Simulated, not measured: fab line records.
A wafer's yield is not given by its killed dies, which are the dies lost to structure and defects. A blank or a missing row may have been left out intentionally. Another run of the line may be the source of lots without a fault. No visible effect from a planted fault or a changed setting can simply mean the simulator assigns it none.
fab line records :: flow nand-harc
record
  lots=5
  wafers=15
  last-day=34
route steps=1302 shown P_GATE@155
lots untouched by any fault: they come from a run of this same line in which no faults occurred
start-h: hours from the record's opening day to when the first of the lot's shown wafers began :: wait-h: hours from the lot's prior step to this one :: " repeats the value in the row above :: L1.1+2: a single row standing in for several wafers :: - either no value or no given start :: * or withheld: withheld :: < > ~ a bound
route shown NAME@n: NAME is a module with steps in the file, n the number in the route of the first one :: usual: average and standard deviation across the fault-free wafers :: same: alike in all rows :: chamber/n: place in a boat :: sites: readings site by site :: _std_site: standard deviation across them :: _edge_site: outer sites' mean less inner sites' :: radius-mm: how far each site lies from the wafer's centre :: mask NAME#n: copy n :: behind: the most recent tool/chamber to have shaped the wafer :: hold: why the lot was held/for how many hours/how that ended :: device: names the non-switching transistor (n, p or np) :: end of line: tests of these same wafers at the route's end :: for a step that has no rows: nothing shown but its recipe :: killed: at the first sort, the dies lost to defects and structure; wafer yield is something else :: map: per-die view of a wafer (x killed, . not killed, _ where there is no die)
set.NAME: the run value of the setting; set.NAME@STEP: its run value at that earlier step :: model.NAME: the simulator's own value behind a step, which no gauge read
certain route steps with their lots: each step a table, each wafer a row
services: a tool's chamber out of use, with start hour (start-h, from the record's first day; less than 0 if before it), hours out, and reason
## steps
# step NHARC_P_GATE_ALD_36
# recipe
  target-thk-a=200
  pulse-time-s=60
  ald-cycles=223
  temp-c=400
  material=SiNx
# usual
  heater-power-w=857/100
  precursor-pulse-height-rel=1.001/0.019
lot.wafer: L682.1
tool: ald-sin-02
chamber: 1
start-h: 111.13
wait-h: -
heater-power-w: 903
precursor-pulse-height-rel: 1.060

lot.wafer: L682.3
tool: ald-sin-02
chamber: 3
start-h: 113.24
wait-h: -
heater-power-w: 943
precursor-pulse-height-rel: 1.011

lot.wafer: L682.6
tool: ald-sin-02
chamber: 2
start-h: 116.41
wait-h: -
heater-power-w: 906
precursor-pulse-height-rel: 1.007

lot.wafer: L683.4
tool: ald-sin-04
chamber: 3
start-h: 119.45
wait-h: -
heater-power-w: 717
precursor-pulse-height-rel: 1.016

lot.wafer: L683.3
tool: ald-sin-04
chamber: 1
start-h: 121.59
wait-h: -
heater-power-w: 946
precursor-pulse-height-rel: 0.988

lot.wafer: L683.5
tool: ald-sin-04
chamber: 0
start-h: 124.79
wait-h: -
heater-power-w: 871
precursor-pulse-height-rel: 1.011

lot.wafer: L695.1
tool: ald-sin-01
chamber: 0
start-h: 240.32
wait-h: -
heater-power-w: 715
precursor-pulse-height-rel: 1.002

lot.wafer: L695.5
tool: ald-sin-01
chamber: 3
start-h: 243.53
wait-h: -
heater-power-w: 754
precursor-pulse-height-rel: 1.003

lot.wafer: L695.6
tool: ald-sin-01
chamber: 0
start-h: 244.60
wait-h: -
heater-power-w: 709
precursor-pulse-height-rel: 1.024

lot.wafer: L703.3
tool: ald-sin-01
chamber: 3
start-h: 317.62
wait-h: -
heater-power-w: 771
precursor-pulse-height-rel: 1.005

lot.wafer: L703.1
tool: ald-sin-01
chamber: 1
start-h: 319.71
wait-h: -
heater-power-w: 896
precursor-pulse-height-rel: 1.005

lot.wafer: L703.6
tool: ald-sin-01
chamber: 0
start-h: 322.83
wait-h: -
heater-power-w: 760
precursor-pulse-height-rel: 1.007

lot.wafer: L704.4
tool: ald-sin-04
chamber: 1
start-h: 330.27
wait-h: -
heater-power-w: 1026
precursor-pulse-height-rel: 1.024

lot.wafer: L704.3
tool: ald-sin-04
chamber: 0
start-h: 333.48
wait-h: -
heater-power-w: 843
precursor-pulse-height-rel: 1.013

lot.wafer: L704.6
tool: ald-sin-04
chamber: 2
start-h: 335.61
wait-h: -
heater-power-w: 991
precursor-pulse-height-rel: 0.985
# step NHARC_P_GATE_ETCHBACK_37
# recipe
  target-depth-a=345
  time-s=17.2
  chf3-flow-sccm=50
  o2-flow-sccm=10
  ar-flow-sccm=200
  rf-w=500
  bias-w=200
  chemistry=CHF3/O2
# usual
  drypump-motor-current-A=5.7/0.37
  o2-flow-sccm=9.998/0.029
  oes-product-au=0.95/0.034
  rf-vpp-V=371.0/2.3
  showerhead-plenum-p-Torr=2.42/0.098
  throttle-valve-pct=20.571/0.0094
# same
  time-s=17.2
lot.wafer: L682.1
tool: rie-diel-09
chamber: 2
start-h: -
wait-h: -
drypump-motor-current-A: 6.4
o2-flow-sccm: 9.997
oes-product-au: 0.94
rf-hours-counter-h: 10
rf-vpp-V: 368.5
showerhead-plenum-p-Torr: 2.28
throttle-valve-pct: 20.576

lot.wafer: L682.3
tool: rie-diel-09
chamber: 0
start-h: -
wait-h: -
drypump-motor-current-A: 5.6
o2-flow-sccm: 9.979
oes-product-au: 0.92
rf-hours-counter-h: 8
rf-vpp-V: 373.5
showerhead-plenum-p-Torr: 2.57
throttle-valve-pct: 20.570

lot.wafer: L682.6
tool: rie-diel-09
chamber: 2
start-h: -
wait-h: -
drypump-motor-current-A: 6.4
o2-flow-sccm: 9.995
oes-product-au: 0.94
rf-hours-counter-h: -
rf-vpp-V: 367.5
showerhead-plenum-p-Torr: 2.28
throttle-valve-pct: 20.574

lot.wafer: L683.3
tool: rie-diel-10
chamber: 3
start-h: -
wait-h: -
drypump-motor-current-A: 5.6
o2-flow-sccm: 9.970
oes-product-au: 0.93
rf-hours-counter-h: 5
rf-vpp-V: 368.3
showerhead-plenum-p-Torr: 2.28
throttle-valve-pct: 20.589

lot.wafer: L683.4
tool: rie-diel-10
chamber: 1
start-h: -
wait-h: -
drypump-motor-current-A: 5.5
o2-flow-sccm: 10.074
oes-product-au: 0.94
rf-hours-counter-h: 4
rf-vpp-V: 373.3
showerhead-plenum-p-Torr: 2.52
throttle-valve-pct: 20.567

lot.wafer: L683.5
tool: rie-diel-10
chamber: 0
start-h: -
wait-h: -
drypump-motor-current-A: 6.0
o2-flow-sccm: 9.986
oes-product-au: 0.94
rf-hours-counter-h: -
rf-vpp-V: 374.6
showerhead-plenum-p-Torr: 2.54
throttle-valve-pct: 20.584

lot.wafer: L695.1
tool: rie-diel-01
chamber: 3
start-h: -
wait-h: -
drypump-motor-current-A: 6.2
o2-flow-sccm: 10.049
oes-product-au: 0.92
rf-hours-counter-h: 2
rf-vpp-V: 372.0
showerhead-plenum-p-Torr: 2.47
throttle-valve-pct: 20.574

lot.wafer: L695.6
tool: rie-diel-01
chamber: 3
start-h: -
wait-h: -
drypump-motor-current-A: 6.3
o2-flow-sccm: 10.012
oes-product-au: 0.93
rf-hours-counter-h: -
rf-vpp-V: 371.3
showerhead-plenum-p-Torr: 2.47
throttle-valve-pct: 20.576

lot.wafer: L695.5
tool: rie-diel-01
chamber: 0
start-h: -
wait-h: -
drypump-motor-current-A: 5.2
o2-flow-sccm: 9.990
oes-product-au: 0.93
rf-hours-counter-h: -
rf-vpp-V: 370.4
showerhead-plenum-p-Torr: 2.35
throttle-valve-pct: 20.566

lot.wafer: L703.1
tool: rie-diel-01
chamber: 1
start-h: -
wait-h: -
drypump-motor-current-A: 5.3
o2-flow-sccm: 9.975
oes-product-au: 0.94
rf-hours-counter-h: 5
rf-vpp-V: 369.6
showerhead-plenum-p-Torr: 2.31
throttle-valve-pct: 20.553

lot.wafer: L703.3
tool: rie-diel-01
chamber: 3
start-h: -
wait-h: -
drypump-motor-current-A: 6.2
o2-flow-sccm: 10.005
oes-product-au: 0.92
rf-hours-counter-h: 7
rf-vpp-V: 372.4
showerhead-plenum-p-Torr: 2.47
throttle-valve-pct: 20.559

lot.wafer: L703.6
tool: rie-diel-01
chamber: 2
start-h: -
wait-h: -
drypump-motor-current-A: 6.0
o2-flow-sccm: 10.024
oes-product-au: 0.93
rf-hours-counter-h: -
rf-vpp-V: 373.9
showerhead-plenum-p-Torr: 2.52
throttle-valve-pct: 20.560

lot.wafer: L704.3
tool: rie-diel-10
chamber: 3
start-h: -
wait-h: -
drypump-motor-current-A: 5.7
o2-flow-sccm: 9.993
oes-product-au: 0.99
rf-hours-counter-h: 6
rf-vpp-V: 368.0
showerhead-plenum-p-Torr: 2.28
throttle-valve-pct: 20.587

lot.wafer: L704.4
tool: rie-diel-10
chamber: 0
start-h: -
wait-h: -
drypump-motor-current-A: 6.0
o2-flow-sccm: 10.008
oes-product-au: 1.01
rf-hours-counter-h: 7
rf-vpp-V: 373.3
showerhead-plenum-p-Torr: 2.53
throttle-valve-pct: 20.586

lot.wafer: L704.6
tool: rie-diel-10
chamber: 3
start-h: -
wait-h: -
drypump-motor-current-A: 5.6
o2-flow-sccm: 9.981
oes-product-au: 1.01
rf-hours-counter-h: -
rf-vpp-V: 367.9
showerhead-plenum-p-Torr: 2.28
throttle-valve-pct: 20.574
# step NHARC_P_GATE_STRIP_101
# recipe
  time-s=20
  o2-flow-sccm=500
  ar-flow-sccm=0
  bias-w=0
  chemistry=O2
# usual
  drypump-motor-current-A=5.8/0.38
  o2-flow-sccm=500.1/1.4
  oes-product-au=1.002/0.011
  rf-vpp-V=57.8/0.94
  showerhead-plenum-p-Torr=3.56/0.14
  throttle-valve-pct=17.036/0.0093
# same
  time-s=20
lot.wafer: L682.3
tool: rie-diel-09
chamber: 0
start-h: 120.74
wait-h: 0.1
drypump-motor-current-A: 5.6
o2-flow-sccm: 499.6
oes-product-au: 1.005
rf-hours-counter-h: 8
rf-vpp-V: 58.9
showerhead-plenum-p-Torr: 3.78
throttle-valve-pct: 17.036

lot.wafer: L682.1
tool: rie-diel-09
chamber: 2
start-h: 120.74
wait-h: 0.1
drypump-motor-current-A: 6.4
o2-flow-sccm: 502.1
oes-product-au: 1.000
rf-hours-counter-h: 10
rf-vpp-V: 57.2
showerhead-plenum-p-Torr: 3.35
throttle-valve-pct: 17.043

lot.wafer: L682.6
tool: rie-diel-09
chamber: 0
start-h: 120.74
wait-h: 0.1
drypump-motor-current-A: 5.6
o2-flow-sccm: 499.1
oes-product-au: 1.002
rf-hours-counter-h: -
rf-vpp-V: 56.3
showerhead-plenum-p-Torr: 3.78
throttle-valve-pct: 17.030

lot.wafer: L683.4
tool: rie-diel-10
chamber: 1
start-h: 129.12
wait-h: 0.1
drypump-motor-current-A: 5.5
o2-flow-sccm: 500.0
oes-product-au: 1.002
rf-hours-counter-h: 4
rf-vpp-V: 58.9
showerhead-plenum-p-Torr: 3.70
throttle-valve-pct: 17.023

lot.wafer: L683.3
tool: rie-diel-10
chamber: 3
start-h: 129.12
wait-h: 0.1
drypump-motor-current-A: 5.6
o2-flow-sccm: 498.5
oes-product-au: 0.995
rf-hours-counter-h: 5
rf-vpp-V: 56.9
showerhead-plenum-p-Torr: 3.36
throttle-valve-pct: 17.049

lot.wafer: L683.5
tool: rie-diel-10
chamber: 2
start-h: 129.12
wait-h: 0.1
drypump-motor-current-A: 5.4
o2-flow-sccm: 503.6
oes-product-au: 0.977
rf-hours-counter-h: -
rf-vpp-V: 57.1
showerhead-plenum-p-Torr: 3.50
throttle-valve-pct: 17.037

lot.wafer: L695.1
tool: rie-diel-01
chamber: 0
start-h: 248.97
wait-h: 0.1
drypump-motor-current-A: 5.2
o2-flow-sccm: 499.1
oes-product-au: 1.008
rf-hours-counter-h: 3
rf-vpp-V: 58.1
showerhead-plenum-p-Torr: 3.45
throttle-valve-pct: 17.030

lot.wafer: L695.5
tool: rie-diel-01
chamber: 3
start-h: 248.97
wait-h: 0.1
drypump-motor-current-A: 6.2
o2-flow-sccm: 499.7
oes-product-au: 1.008
rf-hours-counter-h: -
rf-vpp-V: 58.3
showerhead-plenum-p-Torr: 3.62
throttle-valve-pct: 17.026

lot.wafer: L695.6
tool: rie-diel-01
chamber: 0
start-h: 248.97
wait-h: 0.1
drypump-motor-current-A: 5.2
o2-flow-sccm: 500.2
oes-product-au: 1.013
rf-hours-counter-h: -
rf-vpp-V: 57.0
showerhead-plenum-p-Torr: 3.45
throttle-valve-pct: 17.040

lot.wafer: L703.3
tool: rie-diel-01
chamber: 0
start-h: 327.15
wait-h: 0.1
drypump-motor-current-A: 5.2
o2-flow-sccm: 502.3
oes-product-au: 1.006
rf-hours-counter-h: 7
rf-vpp-V: 59.4
showerhead-plenum-p-Torr: 3.45
throttle-valve-pct: 17.051

lot.wafer: L703.1
tool: rie-diel-01
chamber: 2
start-h: 327.15
wait-h: 0.1
drypump-motor-current-A: 6.0
o2-flow-sccm: 498.5
oes-product-au: 1.001
rf-hours-counter-h: 7
rf-vpp-V: 57.8
showerhead-plenum-p-Torr: 3.69
throttle-valve-pct: 17.043

lot.wafer: L703.6
tool: rie-diel-01
chamber: 3
start-h: 327.15
wait-h: 0.1
drypump-motor-current-A: 6.3
o2-flow-sccm: 497.6
oes-product-au: 1.011
rf-hours-counter-h: -
rf-vpp-V: 56.1
showerhead-plenum-p-Torr: 3.62
throttle-valve-pct: 17.034

lot.wafer: L704.4
tool: rie-diel-10
chamber: 3
start-h: 339.97
wait-h: 0.1
drypump-motor-current-A: 5.6
o2-flow-sccm: 501.6
oes-product-au: 1.010
rf-hours-counter-h: 7
rf-vpp-V: 57.9
showerhead-plenum-p-Torr: 3.35
throttle-valve-pct: 17.037

lot.wafer: L704.3
tool: rie-diel-10
chamber: 2
start-h: 339.97
wait-h: 0.1
drypump-motor-current-A: 5.4
o2-flow-sccm: 497.8
oes-product-au: 0.997
rf-hours-counter-h: 6
rf-vpp-V: 57.4
showerhead-plenum-p-Torr: 3.49
throttle-valve-pct: 17.025

lot.wafer: L704.6
tool: rie-diel-10
chamber: 3
start-h: 339.97
wait-h: 0.1
drypump-motor-current-A: 5.6
o2-flow-sccm: 499.8
oes-product-au: 1.015
rf-hours-counter-h: -
rf-vpp-V: 57.6
showerhead-plenum-p-Torr: 3.35
throttle-valve-pct: 17.052
# step NHARC_P_GATE_PRECLEAN_97
# recipe
  time-s=600
  temp-c=120
  chemistry=SPM
# step NHARC_P_GATE_SRD_98
# step NHARC_P_GATE_PRECLEAN_99
# recipe
  time-s=*
  temp-c=50
  bath-age-min=0
  chemistry=SC1
# step NHARC_P_GATE_SRD_100
# step NHARC_P_GATE_DEHYDRATE_38
# recipe
  temp-c=150
  time-s=120
# step NHARC_P_GATE_HMDS_39
# recipe
  time-s=30
# step NHARC_P_GATE_COAT_40
# recipe
  spin-rpm=3000
# step NHARC_P_GATE_SOFTBAKE_41
# recipe
  temp-c=122
  time-s=95
# step NHARC_P_GATE_EBR_42
# step NHARC_P_GATE_EXPOSE_43
# recipe
  na=0.6
  target-cd-nm=720
  dose-mj=14.81
  mask-id=P_NSD
lot.wafer: L682.1+3+6
tool: krf-scanner-02
chamber: 0
start-h: 121.50
wait-h: -
mask: P_NSD#0

lot.wafer: L683.3+4+5
tool: krf-scanner-01
chamber: 0
start-h: 129.90
wait-h: -
mask: P_NSD#0

lot.wafer: L695.1+5+6
tool: krf-scanner-01
chamber: 0
start-h: 249.75
wait-h: -
mask: P_PSD#0

lot.wafer: L703.1+3+6
tool: krf-scanner-02
chamber: 0
start-h: 327.91
wait-h: -
mask: P_NSD#0

lot.wafer: L704.3+4+6
tool: krf-scanner-02
chamber: 0
start-h: 340.63
wait-h: -
mask: P_NSD#0
# step NHARC_P_GATE_PEB_44
# recipe
  peb-temp-c=118
  peb-time-s=85
# step NHARC_P_GATE_DEVELOP_45
# recipe
  time-s=70
# step NHARC_P_GATE_CD_MEAS_46
# recipe
  target-cd-nm=720
  landing-energy-ev=500
# usual
  cd-nm=719.2/1.8
lot.wafer: L682.1
tool: cd-sem-01
chamber: 0
start-h: 121.66
wait-h: -
cd-nm: 719.9

lot.wafer: L682.3
tool: cd-sem-01
chamber: 0
start-h: 121.66
wait-h: -
cd-nm: 718.3

lot.wafer: L682.6
tool: cd-sem-01
chamber: 0
start-h: 121.66
wait-h: -
cd-nm: 720.5

lot.wafer: L683.3
tool: cd-sem-02
chamber: 0
start-h: 130.05
wait-h: -
cd-nm: 717.3

lot.wafer: L683.4
tool: cd-sem-02
chamber: 0
start-h: 130.05
wait-h: -
cd-nm: 718.1

lot.wafer: L683.5
tool: cd-sem-02
chamber: 0
start-h: 130.05
wait-h: -
cd-nm: 716.7

lot.wafer: L695.1
tool: cd-sem-02
chamber: 0
start-h: 249.90
wait-h: -
cd-nm: -

lot.wafer: L695.5
tool: cd-sem-02
chamber: 0
start-h: 249.90
wait-h: -
cd-nm: -

lot.wafer: L695.6
tool: cd-sem-02
chamber: 0
start-h: 249.90
wait-h: -
cd-nm: -

lot.wafer: L703.1
tool: cd-sem-03
chamber: 0
start-h: 328.06
wait-h: -
cd-nm: 716.7

lot.wafer: L703.3
tool: cd-sem-03
chamber: 0
start-h: 328.06
wait-h: -
cd-nm: 716.8

lot.wafer: L703.6
tool: cd-sem-03
chamber: 0
start-h: 328.06
wait-h: -
cd-nm: 721.3

lot.wafer: L704.3
tool: cd-sem-03
chamber: 0
start-h: 340.78
wait-h: -
cd-nm: 720.8

lot.wafer: L704.4
tool: cd-sem-03
chamber: 0
start-h: 340.78
wait-h: -
cd-nm: 722.0

lot.wafer: L704.6
tool: cd-sem-03
chamber: 0
start-h: 340.78
wait-h: -
cd-nm: 720.3
# step NHARC_P_GATE_HARDBAKE_47
# recipe
  temp-c=125
  time-s=80
## services
tool: rie-diel-09
chamber: 1
start-h: 93.88
hours: 1.3
kind: repair

tool: krf-scanner-02
chamber: -
start-h: 94.00
hours: 4.0
kind: pm

tool: rie-diel-01
chamber: 1
start-h: 96.31
hours: 14.8
kind: repair

tool: rie-diel-09
chamber: 2
start-h: 97.91
hours: 3.2
kind: repair

tool: rie-diel-10
chamber: 2
start-h: 115.16
hours: 7.7
kind: repair

tool: ald-sin-04
chamber: 2
start-h: 128.85
hours: 16.4
kind: repair

tool: ald-sin-04
chamber: -
start-h: 129.00
hours: 2.2
kind: repair

tool: ald-sin-04
chamber: -
start-h: 133.32
hours: 0.2
kind: repair

tool: krf-scanner-01
chamber: -
start-h: 140.00
hours: 4.0
kind: pm

tool: rie-diel-09
chamber: -
start-h: 143.10
hours: 9.0
kind: pm

tool: krf-scanner-02
chamber: -
start-h: 149.05
hours: 2.5
kind: repair

tool: rie-diel-09
chamber: -
start-h: 156.95
hours: 0.8
kind: repair

tool: ald-sin-04
chamber: 3
start-h: 157.45
hours: 7.8
kind: repair

tool: krf-scanner-01
chamber: -
start-h: 160.52
hours: 5.3
kind: repair

tool: ald-sin-04
chamber: -
start-h: 169.14
hours: 3.3
kind: repair

tool: rie-diel-01
chamber: 3
start-h: 181.54
hours: 1.6
kind: repair

tool: ald-sin-01
chamber: 3
start-h: 183.59
hours: 14.5
kind: repair

tool: rie-diel-01
chamber: -
start-h: 197.64
hours: 0.4
kind: repair

tool: rie-diel-01
chamber: -
start-h: 203.84
hours: 9.0
kind: pm

tool: rie-diel-01
chamber: 1
start-h: 241.90
hours: 36.7
kind: repair

tool: rie-diel-10
chamber: -
start-h: 242.56
hours: 9.0
kind: pm

tool: krf-scanner-02
chamber: -
start-h: 266.00
hours: 4.0
kind: pm

tool: krf-scanner-02
chamber: -
start-h: 291.73
hours: 2.3
kind: repair

tool: rie-diel-01
chamber: 1
start-h: 327.54
hours: 3.7
kind: repair
## key
first-sign
  step=NHARC_P_GATE_EXPOSE_43
  reading=mask
  direction=changed
effect
  step=NHARC_P_GATE_CD_MEAS_46
  reading=cd-nm
  direction=missing
met-at NHARC_P_GATE_EXPOSE_43
struck-wafers L695.1,L695.5,L695.6
later-rows-left-out L695.1,L695.5,L695.6
sort-left-out L695.1,L695.5,L695.6
tester-left-out L695
onset-between 129.90 249.75
fault
  kind=wrong-mask
  tool=any
  chamber=-
  onset-h=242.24
  steps=NHARC_P_GATE_EXPOSE_43
  aux-copy=P_PSD#0
  scope=struck-lots-only
# tester-left-out: of these lots the tester's yield and bins aren't shown, on N5 and GAA mostly nor the transistor test; their killed dies are dies lost to structure and defects alone, not to doping, threshold or leakage, so they don't give the yield
# sort-left-out: the simulated sort isn't trusted on such a fault, so these wafers' sort isn't shown, and their yield isn't known
# later-rows-left-out: the simulator's readings of these wafers behind a module that went badly wrong aren't trusted and aren't shown, but for the sort
